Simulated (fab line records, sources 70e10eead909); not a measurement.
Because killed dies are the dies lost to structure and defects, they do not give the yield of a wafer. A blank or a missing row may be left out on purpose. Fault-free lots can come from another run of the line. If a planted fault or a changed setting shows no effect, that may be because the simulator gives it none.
Chamber matching ; flow nand-harc ; rie-diel-01 running NHARC_A_STAIRCASE_ETCHBACK_422: 4 sister chambers
The step etches the open film in CH3F/O2, target depth 40 nm, time 74.286 s. 8 wafers are shown with their chamber, then 9 later ones without.

== EACH WAFER AND ITS CHAMBER ==
wafer;chamber;showerhead-plenum-p-Torr (Torr);drypump-motor-current-A (A)
L083.1;3;2.51;5.0
L084.1;3;2.50;5.1
L084.5;2;2.42;5.5
L085.1;1;2.45;5.6
L085.3;2;2.42;5.6
L092.2;1;2.45;5.6
L092.4;0;2.62;6.0
L092.5;0;2.62;6.0

== WAFERS MISSING THEIR CHAMBER ==
wafer;showerhead-plenum-p-Torr (Torr);drypump-motor-current-A (A)
L088.2;2.42;5.5
L088.3;2.62;6.0
L088.6;2.42;5.6
L090.2;2.62;6.0
L090.3;2.45;5.6
L090.6;2.42;5.6
L094.1;2.41;5.6
L094.4;2.45;5.6
L094.6;2.41;5.5

== WHICH CHAMBER EACH WENT THROUGH ==
wafer;from the rows above;in truth
L088.2;2;2
L088.3;0;0
L088.6;2;2
L090.2;0;0
L090.3;1;1
L090.6;2;2
L094.1;2;2
L094.4;1;1
L094.6;2;2
Placed correctly: 9 of 9. Number that these rows cannot place: 0. Number placed wrongly: 0.
How it was worked out, from the rows above alone: a wafer's distance from a chamber is the root of the sum, over the readings, of the square of ((its reading less the chamber's mean) divided by the reading's scatter). The wafer belongs to the nearest chamber; if the next one is less than 2 further off, it can't be placed. For every chamber, the mean is computed from those of its wafers that are shown. The scatter: the root of (the sum of the squares of (reading less its chamber's mean) over the shown wafers, divided by (wafers less chambers)).
